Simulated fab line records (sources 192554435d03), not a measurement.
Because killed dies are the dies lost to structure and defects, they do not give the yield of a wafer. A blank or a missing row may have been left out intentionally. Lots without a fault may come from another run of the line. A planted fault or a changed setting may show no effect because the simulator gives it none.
Matching of chambers	flow n5 finfet	pecvd-04 running N5_BEOL_M4_ILD_DEP_00: 3 sister chambers
The step deposits SiOC from DEMS/O2, target thk 79 nm, time 15.3 s. 6 wafers are shown with their chamber, then 7 later ones without.

WAFERS WITH THEIR CHAMBER
wafer	chamber	heater power w (W)	throttle valve pct (%)
L086.5	0	574	12.1
L088.2	1	457	12.7
L088.3	2	504	11.8
L088.5	2	494	11.9
L093.1	0	566	11.5
L093.3	1	466	12.3

WAFERS MISSING THEIR CHAMBER
wafer	heater power w (W)	throttle valve pct (%)
L093.6	472	12.3
L094.1	527	12.3
L094.2	468	11.9
L094.3	369	12.6
L097.1	469	12.5
L097.3	438	11.7
L097.6	609	12.0

CHAMBER TAKEN BY EACH
wafer	from the rows above	in truth
L093.6	1	1
L094.1	2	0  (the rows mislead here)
L094.2	1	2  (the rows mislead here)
L094.3	1	1
L097.1	1	1
L097.3	1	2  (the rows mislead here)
L097.6	0	0
Correct placement for 4 of the 7. Left unplaced by these rows: 0. Number placed wrongly: 3.
How it was worked out, from the rows above alone: a wafer's distance from a chamber is the root of the sum, over the readings, of the square of ((its reading less the chamber's mean) divided by the reading's scatter). The wafer belongs to the nearest chamber; if the next one is less than 2 further off, it can't be placed. For every chamber, the mean is computed from those of its wafers that are shown. The scatter: take each reading less its chamber's mean, square it, sum over the shown wafers, divide by the number of wafers less the number of chambers, and take the root.
